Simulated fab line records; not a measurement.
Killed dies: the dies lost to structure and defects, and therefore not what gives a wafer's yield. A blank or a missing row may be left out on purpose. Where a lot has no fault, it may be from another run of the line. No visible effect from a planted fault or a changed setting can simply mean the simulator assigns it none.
fab line records ; flow n5_finfet
[record] lots = 10; wafers = 25; last_day = 17
route steps=1938 shown FIN_SAQP@118 BEOL_M4@1111 PASSIVATION@1936
lots with no fault: from the same line, run without faults
start_h: the number of hours between the record's first day and the start of the first shown wafer of the lot ; wait_h: hours from the lot's prior step to this one ; " as in the row above ; L1.1+2: a single row standing in for several wafers ; - either no value or no given start ; * or withheld: withheld ; < > ~ a bound
route shown NAME@n: a module of which the file shows steps, and the number in the route of the first ; usual: mean/standard deviation taken from wafers without a fault ; same: alike in all rows ; chamber/n: place in a boat ; sites: readings site by site ; _std_site: standard deviation of those values ; _edge_site: mean of outer sites minus mean of inner sites ; radius_mm: how far each site lies from the wafer's centre ; mask NAME#n: copy n ; behind: the most recent tool/chamber to have shaped the wafer ; hold: the reason the lot was held/the length of the hold in hours/how it ended ; device: whichever transistor did not switch (one of n, p or np) ; end of line: the same wafers' tests at the end of the route ; step lacking rows: just its recipe ; killed: dies lost to structure and defects at the first sort, not the wafer's yield ; map: shows each die of a wafer: x if killed, . if not, _ if none is there
set.NAME: the setting the step ran with; set.NAME@STEP: the setting that earlier step ran with ; model.NAME: the simulator's own value behind a step, which no gauge read
route steps across a sampled set of lots; one table per step, one row per wafer
services: from which hour (start_h, from the record's first day; less than 0 if before it) a tool's chamber was out of use, for how many hours, and why
[[steps]]
[step N5_FIN_SAQP_HM_OPEN_73]
[recipe] chemistry = CHF3/O2; target = SiO2; stop_on = a-Si; target_depth_a = 120; over_etch_frac = 1.8; mask_material = SOC; time_s = 16.8; pressure_mtorr = 30; source_w = 650; bias_w = 170; Ar_flow_sccm = 200; CHF3_flow_sccm = 50; O2_flow_sccm = 5; ion_energy_ev = 200; ends = end_point
[usual] CHF3_flow_sccm = 50.00/0.14; bias_w = 170.0/0.47; drypump_motor_current_A = 5.4/0.52; oes_product_au = 0.46/0.053; rf_fwd_power_W = 644.7/2.3; rf_vpp_V = 521/13; showerhead_plenum_p_Torr = 2.41/0.059; throttle_valve_pct = 18.93/0.21
lot.wafer;tool;chamber;start_h;wait_h;CHF3_flow_sccm;bias_w;drypump_motor_current_A;oes_product_au;rf_fwd_power_W;rf_hours_counter_h;rf_vpp_V;showerhead_plenum_p_Torr;throttle_valve_pct
L314.4;rie_diel-05;1;46.36;0.0;49.99;170.4;5.1;0.41;638.7;-;541;2.45;18.93
L314.5;rie_diel-05;3;46.36;0.0;50.12;169.1;6.1;0.46;645.6;-;522;2.41;18.91
L314.6;rie_diel-05;2;46.36;0.0;50.03;169.8;4.9;0.46;641.4;-;499;2.33;18.83
L315.1;rie_diel-06;3;53.37;0.0;50.26;170.2;4.8;0.45;648.7;160;516;2.53;19.13
L315.5;rie_diel-06;2;53.37;0.0;50.00;170.3;4.7;0.42;644.2;-;511;2.37;18.99
L320.1;rie_diel-03;1;82.46;0.0;49.86;170.5;5.9;0.41;642.3;236;523;2.36;19.05
L320.2;rie_diel-03;3;82.46;0.0;49.82;170.6;5.5;0.43;644.3;199;534;2.46;18.90
L320.4;rie_diel-03;3;82.46;0.0;49.94;171.2;5.5;0.44;645.1;-;535;2.46;18.89
L321.2;rie_diel-05;0;88.92;0.0;49.66;170.0;5.9;0.55;645.4;13;516;2.37;18.84
L321.3;rie_diel-05;3;88.92;0.0;49.90;170.7;6.1;0.45;648.6;165;522;2.40;18.94
L321.6;rie_diel-05;1;88.92;0.0;49.78;170.2;5.1;0.58;646.3;-;541;2.45;18.53
L325.2;rie_diel-03;3;112.50;0.0;50.02;170.6;5.5;0.43;641.0;212;534;2.45;18.91
L325.6;rie_diel-03;2;112.50;0.0;49.97;170.4;5.8;0.56;643.7;-;537;2.47;18.53
L328.2;rie_diel-03;2;131.45;0.0;50.24;168.9;5.8;0.56;641.4;20;537;2.46;18.56
L328.4;rie_diel-03;0;131.45;0.0;50.09;169.7;6.3;0.41;639.4;-;534;2.39;19.23
L328.5;rie_diel-03;2;131.45;0.0;50.16;169.6;5.8;0.57;642.3;-;535;2.46;18.57
L329.2;rie_diel-05;2;136.07;0.0;50.04;169.3;4.9;0.45;642.4;149;497;2.31;18.91
L329.3;rie_diel-05;3;136.07;0.0;49.88;169.5;6.1;0.43;647.3;183;521;2.39;18.99
L330.2;rie_diel-05;1;141.98;0.0;49.96;170.1;5.0;0.53;645.2;20;540;2.44;18.55
L330.3;rie_diel-05;3;141.98;0.0;50.07;169.9;6.1;0.43;646.3;185;519;2.39;18.97
L331.2;rie_diel-05;3;149.16;0.0;50.17;170.1;6.1;0.43;643.8;189;522;2.39;18.99
L331.4;rie_diel-05;2;149.16;0.0;50.06;170.4;4.8;0.44;642.5;156;498;2.31;18.92
L331.5;rie_diel-05;0;149.16;0.0;49.63;170.0;5.8;0.54;643.1;-;518;2.36;18.88
L333.4;rie_diel-03;3;160.71;0.0;50.05;169.4;5.5;0.42;642.3;-;533;2.44;18.96
L333.6;rie_diel-03;1;160.71;0.0;49.89;170.0;5.9;0.57;646.0;-;525;2.35;18.62
[step N5_FIN_SAQP_MANDREL1_REMOVE_56]
[recipe] chemistry = HBr/Cl2/O2; bt_time_s = 10; target = a-Si; stop_on = SiNx; endpoint = OES-SiCl; over_etch_frac = 1; icp_w = 600; bias_w = 22; HBr_flow_sccm = 150; Cl2_flow_sccm = 80; O2_flow_sccm = 5; pressure_mtorr = 10
[usual] bias_w = 22.00/0.073; drypump_motor_current_A = 5.7/0.49; oes_product_au = 1.004/0.014; rf_fwd_power_W = 597.1/2.1; throttle_valve_pct = 36.7/0.38
lot.wafer;tool;chamber;start_h;wait_h;bias_w;drypump_motor_current_A;oes_product_au;rf_fwd_power_W;rf_hours_counter_h;throttle_valve_pct
L314.4;rie_si-01;3;48.98;0.0;22.07;5.4;1.007;598.2;103;37.2
L314.5;rie_si-01;0;48.98;0.0;22.11;5.9;1.019;593.7;-;36.9
L314.6;rie_si-01;1;48.98;0.0;22.04;5.4;0.998;597.7;-;35.8
L315.1;rie_si-03;1;55.06;0.1;21.83;6.6;1.004;599.0;68;36.9
L315.5;rie_si-03;2;55.06;0.1;21.98;5.5;1.011;598.5;-;36.6
L320.1;rie_si-03;0;84.57;0.1;21.99;5.0;1.010;598.4;97;37.0
L320.2;rie_si-03;1;84.57;0.1;22.04;6.6;1.002;596.1;68;36.9
L320.4;rie_si-03;3;84.57;0.1;21.99;6.0;1.034;596.8;56;36.3
L321.2;rie_si-03;1;90.64;0.1;21.87;6.6;0.981;594.6;69;36.9
L321.3;rie_si-03;0;90.64;0.1;21.90;5.0;0.989;599.5;97;37.0
L321.6;rie_si-03;3;90.64;0.1;22.03;5.9;1.026;594.3;-;36.3
L325.2;rie_si-05;0;114.33;0.1;21.96;6.2;0.999;596.0;68;36.9
L325.6;rie_si-05;3;114.33;0.1;22.00;4.9;0.988;595.5;-;37.0
L328.2;rie_si-01;3;133.17;0.1;21.92;5.4;1.001;600.7;104;37.2
L328.4;rie_si-01;1;133.17;0.1;22.02;5.4;0.998;595.5;105;35.8
L328.5;rie_si-01;0;133.17;0.1;22.06;5.9;1.000;597.0;-;36.9
L329.2;rie_si-01;1;137.87;0.1;21.95;5.3;1.008;599.2;106;35.8
L329.3;rie_si-01;2;137.87;0.1;22.00;5.7;1.010;595.0;112;36.6
L330.2;rie_si-03;3;143.74;0.1;22.03;6.0;1.013;598.3;58;36.3
L330.3;rie_si-03;2;143.74;0.1;22.05;5.5;0.995;600.2;147;36.6
L331.2;rie_si-05;0;151.05;0.1;21.94;6.2;1.003;594.2;69;36.9
L331.4;rie_si-05;2;151.05;0.1;22.11;5.6;0.996;595.9;169;36.7
L331.5;rie_si-05;2;151.05;0.1;21.91;5.6;0.990;596.3;-;36.7
L333.4;rie_si-01;0;162.65;0.1;21.95;5.8;1.014;598.1;95;36.9
L333.6;rie_si-01;1;162.65;0.1;22.01;5.4;1.014;598.3;-;35.8
[step N5_FIN_SAQP_CD_MEAS_27]
[recipe] target_cd_nm = 20; landing_energy_ev = 1000; detector = se_inlens; polarity = line
[usual] cd_nm = 20.24/0.25
lot.wafer;tool;chamber;start_h;wait_h;cd_nm
L314.4;cd_sem-02;0;49.10;0.1;20.16
L314.5;cd_sem-02;0;49.10;0.1;20.33
L314.6;cd_sem-02;0;49.10;0.1;20.34
L315.1;cd_sem-01;0;55.17;0.1;20.07
L315.5;cd_sem-01;0;55.17;0.1;20.23
L320.1;cd_sem-02;0;84.68;0.1;20.33
L320.2;cd_sem-02;0;84.68;0.1;19.88
L320.4;cd_sem-02;0;84.68;0.1;20.49
L321.2;cd_sem-01;0;90.75;0.1;20.02
L321.3;cd_sem-01;0;90.75;0.1;20.31
L321.6;cd_sem-01;0;90.75;0.1;20.74
L325.2;cd_sem-02;0;114.45;0.1;20.31
L325.6;cd_sem-02;0;114.45;0.1;20.55
L328.2;cd_sem-03;0;133.29;0.1;19.87
L328.4;cd_sem-03;0;133.29;0.1;20.19
L328.5;cd_sem-03;0;133.29;0.1;20.60
L329.2;cd_sem-02;0;137.99;0.1;20.31
L329.3;cd_sem-02;0;137.99;0.1;20.12
L330.2;cd_sem-03;0;143.85;0.1;20.19
L330.3;cd_sem-03;0;143.85;0.1;20.82
L331.2;cd_sem-03;0;151.16;0.1;20.45
L331.4;cd_sem-03;0;151.16;0.1;20.39
L331.5;cd_sem-03;0;151.16;0.1;20.96
L333.4;cd_sem-02;0;162.77;0.1;20.68
L333.6;cd_sem-02;0;162.77;0.1;20.12
[step N5_FIN_SAQP_RECESS_63]
[recipe] chemistry = HF/NH3; target = SiO2; target_depth_a = 180; afs_cycles = 3; temp_c = 30; sublimation_temp_c = 180; sublimation_time_s = 60
[usual] afs_cycles = 3/0; drypump_motor_current_A = 5.7/0.31
lot.wafer;tool;chamber;start_h;wait_h;afs_cycles;drypump_motor_current_A
L314.4;vapor_etch-01;0;49.68;0.2;3;5.6
L314.5;vapor_etch-01;1;49.68;0.2;3;5.9
L314.6;vapor_etch-01;0;49.68;0.2;3;5.6
L315.1;vapor_etch-02;0;55.44;0.1;3;5.2
L315.5;vapor_etch-02;1;55.44;0.1;3;6.0
L320.1;vapor_etch-02;1;85.01;0.1;-;-
L320.2;vapor_etch-02;0;85.01;0.1;-;-
L320.4;vapor_etch-02;0;85.01;0.1;-;-
L321.2;vapor_etch-02;0;91.02;0.1;-;-
L321.3;vapor_etch-02;1;91.02;0.1;-;-
L321.6;vapor_etch-02;0;91.02;0.1;-;-
L325.2;vapor_etch-01;0;114.71;0.1;3;5.6
L325.6;vapor_etch-01;1;114.71;0.1;3;5.9
L328.2;vapor_etch-02;1;133.66;0.2;3;6.0
L328.4;vapor_etch-02;1;133.66;0.2;3;6.0
L328.5;vapor_etch-02;1;133.66;0.2;3;6.0
L329.2;vapor_etch-02;1;138.45;0.2;3;6.0
L329.3;vapor_etch-02;1;138.45;0.2;3;6.0
L330.2;vapor_etch-02;1;144.26;0.2;3;6.0
L330.3;vapor_etch-02;1;144.26;0.2;3;6.0
L331.2;vapor_etch-02;1;151.43;0.1;3;6.0
L331.4;vapor_etch-02;0;151.43;0.1;3;5.3
L331.5;vapor_etch-02;1;151.43;0.1;3;6.0
L333.4;vapor_etch-01;0;163.15;0.2;3;5.6
L333.6;vapor_etch-01;1;163.15;0.2;3;5.9
[step N5_BEOL_M4_RC_MEAS_101]
[usual] DIBL_N = 36.9/2.1; DIBL_P = 37.1/2.5; IOFF_N = 0.17/0.039; IOFF_P = 0.23/0.043; ION_N = 673/15; ION_P = 462/9.1; SS_N = 71.8/0.69; SS_P = 73.6/0.74; VT_N = 250/3.6; VT_P = -249.7/2.9
lot.wafer;tool;chamber;start_h;wait_h;DIBL_N[mV/V];DIBL_P[mV/V];IOFF_N[nA/um];IOFF_P[nA/um];ION_N[uA/um];ION_P[uA/um];SS_N[mV/dec];SS_P[mV/dec];VT_N[mV];VT_P[mV]
L315.1;prober-01;0;195.75;0.0;38.2;38.3;0.17;0.27;664;468;71.4;73.9;247;-245.9
L315.5;prober-01;0;195.75;0.0;40.7;40.6;0.23;0.31;681;468;72.2;74.6;247;-244.4
L314.4;prober-02;0;197.94;0.5;35.4;35.1;0.14;0.20;662;456;71.9;74.4;255;-251.6
L314.5;prober-02;0;197.94;0.5;34.6;34.5;0.14;0.19;659;451;72.0;73.8;254;-250.6
L314.6;prober-02;0;197.94;0.5;37.6;37.6;0.18;0.22;683;469;72.3;74.3;251;-250.2
L325.2;prober-02;0;259.98;0.2;39.5;38.7;0.20;0.21;673;460;72.6;74.1;250;-253.2
L325.6;prober-02;0;259.98;0.2;37.3;38.4;0.16;0.21;678;463;71.5;73.8;250;-253.3
L328.2;prober-01;0;279.56;0.2;34.4;34.4;0.12;0.16;665;450;71.6;73.0;254;-251.9
L328.4;prober-01;0;279.56;0.2;37.2;37.1;0.17;0.19;671;457;71.5;73.6;249;-252.1
L328.5;prober-01;0;279.56;0.2;38.1;38.7;0.19;0.22;687;462;71.6;73.9;246;-250.4
L330.2;prober-02;0;284.01;0.2;35.4;36.7;0.15;0.21;682;469;71.2;73.3;250;-251.0
L330.3;prober-02;0;284.01;0.2;37.2;37.4;0.17;0.22;679;463;71.5;74.3;250;-249.4
L329.2;prober-01;0;284.13;0.2;40.9;43.4;0.28;0.34;707;486;74.2;75.1;243;-244.5
L329.3;prober-01;0;284.13;0.2;39.5;40.8;0.22;0.28;682;456;73.1;75.3;244;-247.6
L331.2;prober-01;0;299.57;0.2;35.2;35.2;0.16;0.24;658;459;71.6;73.2;249;-246.8
L331.4;prober-01;0;299.57;0.2;33.2;32.6;0.13;0.19;666;464;71.5;72.3;252;-248.8
L331.5;prober-01;0;299.57;0.2;35.0;34.3;0.17;0.21;649;453;72.1;72.9;250;-248.8
L333.4;prober-01;0;302.64;0.5;34.0;35.0;0.15;0.20;686;473;71.6;73.2;247;-249.2
L333.6;prober-01;0;302.64;0.5;39.7;42.6;0.27;0.35;712;485;73.2;75.6;242;-245.4
[step N5_PASSIVATION_PROBE_49]
[usual] defect_limited_yield = 91.3/1.4; killed_at_M0_to_M3 = 32/9.5; killed_at_M4_up = 14/5.2; killed_at_contacts = 13/5.7; killed_at_front_end = 41/12; killed_at_other = 3.5/2.6; killed_dies = 103/17; killed_on_rim = 14/4; killed_open = 68/14; killed_short = 32/7; sort_bin_4_leakage = 0.01/0.051; sort_bin_5_function = 5.0/0.91; sort_bin_6_memory = 3.3/0.7; sort_bin_8_speed = 0.03/0.22; sort_n_pass = 1076/17; sort_yield_pct = 91.2/1.4
[same] gross_dies = 1180; killed_at_back_side = 0
lot.wafer;tool;chamber;start_h;wait_h;defect_limited_yield[%];killed_at_M0_to_M3;killed_at_M4_up;killed_at_contacts;killed_at_front_end;killed_at_other;killed_dies;killed_on_rim;killed_open;killed_short;sort_bin_4_leakage[%];sort_bin_5_function[%];sort_bin_6_memory[%];sort_bin_8_speed[%];sort_n_pass;sort_yield_pct[%]
L320.1;prober-01;-;331.17;0.0;0;26;8;21;1125;0;1180;152;57;28;0;97.0;2.5;0;0;0
L320.2;prober-01;-;331.22;0.1;0;22;12;8;1135;3;1180;152;46;26;0;97.4;2.5;0;0;0
L320.4;prober-01;-;331.32;0.2;0;22;22;17;1112;7;1180;152;67;32;0;97.0;2.8;0;0;0
L321.2;prober-01;-;342.42;0.1;0;32;10;24;1096;18;1180;152;82;51;0;95.6;4.1;0;0;0
L321.3;prober-01;-;342.47;0.1;0;29;8;7;1125;11;1180;152;78;41;0;94.6;5.4;0;0;0
L321.6;prober-01;-;342.62;0.3;0;31;8;10;1123;8;1180;152;67;36;0;96.5;3.1;0;0;0
L330.2;prober-01;-;378.13;0.1;91.7;25;11;4;56;2;98;14;69;28;0;5.3;2.5;0;1082;91.7
L330.3;prober-01;-;378.18;0.1;89.5;44;17;9;53;1;124;14;84;39;0;5.3;4.8;0;1056;89.5
L329.2;prober-01;-;389.95;0.1;90.1;33;22;14;40;8;117;16;75;36;0.08;5.8;3.6;0;1062;90.0
L329.3;prober-01;-;390.00;0.1;89.3;32;28;18;46;2;126;13;77;37;0;6.0;3.6;0;1054;89.3
L331.2;prober-02;-;390.73;0.1;90.8;34;10;11;46;8;109;16;73;34;0;5.3;3.8;0;1071;90.8
L331.4;prober-02;-;390.83;0.2;92.2;29;7;18;38;0;92;8;56;34;0;4.2;3.2;0;1088;92.2
L331.5;prober-02;-;390.88;0.2;89.8;46;11;13;43;7;120;23;76;41;0;5.5;4.4;0.08;1060;89.8
// killed by level:class
L320.1 FIN_SAQP:area_recess=1093 MOL_CONTACT_COAG:geometric_particle:open=16 BEOL_M0_SAQP:geometric_particle:short=9 STI_FIN_REVEAL:geometric_particle:open=7 BEOL_M2:geometric_particle:open=6 STI_FIN_REVEAL:geometric_particle:short=5 MOL_CONTACT_COAG:geometric_particle:short=5 BEOL_M4:geometric_particle:open=5
L320.2 FIN_SAQP:area_recess=1107 FIN_SAQP:geometric_particle:short=11 MOL_CONTACT_COAG:geometric_particle:open=7 BEOL_M1:geometric_particle:open=6 FIN_SAQP:geometric_particle:open=5 BEOL_M3:geometric_particle:open=5 BEOL_M4:geometric_particle:open=5 STI_FIN_REVEAL:geometric_particle:open=3
L320.4 FIN_SAQP:area_recess=1080 MOL_CONTACT_COAG:geometric_particle:open=14 BEOL_M4:geometric_particle:open=10 STI_FIN_REVEAL:geometric_particle:open=9 FIN_SAQP:geometric_particle:short=5 GATE_CUT:geometric_particle:short=4 BEOL_M0_SAQP:geometric_particle:short=4 BEOL_M1:geometric_particle:open=4
L321.2 FIN_SAQP:area_recess=1047 MOL_CONTACT_COAG:geometric_particle:open=19 STI_FIN_REVEAL:geometric_particle:open=13 BEOL_M0_SAQP:geometric_particle:short=11 FIN_SAQP:geometric_particle:open=10 STI_FIN_REVEAL:geometric_particle:short=6 GATE_CUT:geometric_particle:short=6 MOL_CONTACT_COAG:geometric_particle:short=5
L321.3 FIN_SAQP:area_recess=1060 STI_FIN_REVEAL:geometric_particle:open=19 GATE_CUT:geometric_particle:short=12 FIN_SAQP:geometric_particle:short=7 FIN_SAQP:geometric_particle:open=6 MOL_CONTACT_COAG:geometric_particle:open=6 BEOL_M1:geometric_particle:open=6 BEOL_M3:geometric_particle:open=5
L321.6 FIN_SAQP:area_recess=1077 STI_FIN_REVEAL:geometric_particle:open=18 BEOL_M0_SAQP:geometric_particle:open=11 MOL_CONTACT_COAG:geometric_particle:open=7 FIN_SAQP:geometric_particle:short=5 GATE_CUT:geometric_particle:short=5 PASS1_CAP:geometric_particle:short=5 BEOL_M4:geometric_particle:open=4
L330.2 STI_FIN_REVEAL:geometric_particle:open=20 BEOL_M3:geometric_particle:open=10 FIN_SAQP:geometric_particle:short=9 BEOL_M4:geometric_particle:open=8 FIN_SAQP:geometric_particle:open=7 BEOL_M1:geometric_particle:open=5 GATE_CUT:geometric_particle:short=4 STARTING-WAFER:geometric_particle:open=4
L330.3 BEOL_M3:geometric_particle:open=24 STI_FIN_REVEAL:geometric_particle:open=16 FIN_SAQP:geometric_particle:short=10 BEOL_M4:geometric_particle:open=8 MOL_CONTACT_COAG:geometric_particle:open=7 BEOL_M1:geometric_particle:open=7 FIN_SAQP:geometric_particle:open=6 BEOL_M3:geometric_particle:short=5
L329.2 FIN_SAQP:geometric_particle:open=16 BEOL_M4:geometric_particle:open=12 BEOL_M2:geometric_particle:open=11 MOL_CONTACT_COAG:geometric_particle:open=9 BEOL_M0_SAQP:geometric_particle:open=8 FIN_SAQP:geometric_particle:short=7 GATE_CUT:geometric_particle:short=6 MOL_CONTACT_COAG:geometric_particle:short=5
L329.3 MOL_CONTACT_COAG:geometric_particle:open=14 FIN_SAQP:geometric_particle:open=12 BEOL_M4:geometric_particle:open=11 BEOL_M0_SAQP:geometric_particle:open=8 BEOL_M0_SAQP:geometric_particle:short=8 HKMG_FIN:area_etch=8 FIN_SAQP:geometric_particle:short=7 STI_FIN_REVEAL:geometric_particle:open=7
L331.2 MOL_CONTACT_COAG:geometric_particle:open=10 BEOL_M3:geometric_particle:open=10 FIN_SAQP:geometric_particle:short=8 BEOL_M0_SAQP:geometric_particle:open=8 FIN_SAQP:geometric_particle:open=7 STI_FIN_REVEAL:geometric_particle:open=7 BEOL_M1:geometric_particle:open=7 DUMMY_GATE:geometric_particle:open=6
L331.4 MOL_CONTACT_COAG:geometric_particle:open=15 FIN_SAQP:geometric_particle:short=10 BEOL_M3:geometric_particle:open=8 FIN_SAQP:geometric_particle:open=7 BEOL_M0_SAQP:geometric_particle:short=7 STI_FIN_REVEAL:geometric_particle:open=4 BEOL_M0_SAQP:geometric_particle:open=4 BEOL_M1:geometric_particle:open=4
L331.5 BEOL_M2:geometric_particle:open=10 BEOL_M3:geometric_particle:open=10 MOL_CONTACT_COAG:geometric_particle:open=9 GATE_CUT:geometric_particle:short=8 DUMMY_GATE:geometric_particle:short=6 BEOL_M0_SAQP:geometric_particle:open=6 FIN_SAQP:geometric_particle:open=5 DUMMY_GATE:geometric_particle:open=5
[[services]]
tool;chamber;start_h;hours;kind
rie_diel-05;0;42.73;-;clean
rie_diel-05;0;42.73;-;consumable_replace:focus_ring
rie_diel-05;0;42.73;14.6;scheduled_down
rie_diel-05;0;42.73;14.6;vent_cycle
rie_si-01;0;52.51;6.1;repair
rie_si-01;3;56.00;24.3;repair
rie_diel-03;2;58.66;-;clean
rie_diel-03;2;58.66;-;consumable_replace:focus_ring
rie_diel-03;2;58.66;30.3;scheduled_down
rie_diel-03;2;58.66;30.3;vent_cycle
rie_diel-05;1;69.95;-;clean
rie_diel-05;1;69.95;-;consumable_replace:focus_ring
rie_diel-03;0;77.63;53.1;repair
vapor_etch-01;-;87.23;0.1;repair
rie_si-05;3;96.32;5.7;repair
rie_diel-03;2;97.15;3.3;repair
rie_diel-06;0;100.78;9.1;repair
rie_diel-06;-;119.48;4.4;repair
rie_diel-06;0;124.63;1.7;repair
rie_diel-03;1;130.75;-;clean
rie_diel-03;1;130.75;-;consumable_replace:focus_ring
rie_diel-03;1;130.75;17.5;scheduled_down
rie_diel-03;1;130.75;17.5;vent_cycle
rie_diel-03;-;158.24;0.4;repair
[[key]]
[first_sign] step = N5_FIN_SAQP_RECESS_63; reading = tool_record; direction = missing
[effect] step = N5_PASSIVATION_PROBE_49; reading = sort_bin_5_function; direction = up; sigmas = 99+; usual = 5.0; struck = 96.4
[more_kills_born_at] N5_FIN_SAQP_RECESS_63@vapor_etch-02 = 6463
met_at N5_FIN_SAQP_RECESS_63
struck_lots L320,L321
later_rows_left_out L320.1,L320.2,L320.4,L321.2,L321.3,L321.6
not_acting_at N5_FIN_SAQP_HM_OPEN_73,N5_FIN_SAQP_MANDREL1_REMOVE_56,N5_FIN_SAQP_CD_MEAS_27
onset_between 55.44 85.01
[fault] kind = skipped_step_whole; tool = vapor_etch-02; chamber = -; onset_h = 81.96; steps = N5_FIN_SAQP_RECESS_63; scope = struck_lots_only
// later_rows_left_out: the simulator's readings of these wafers behind a module that went badly wrong aren't trusted and aren't shown, but for the sort
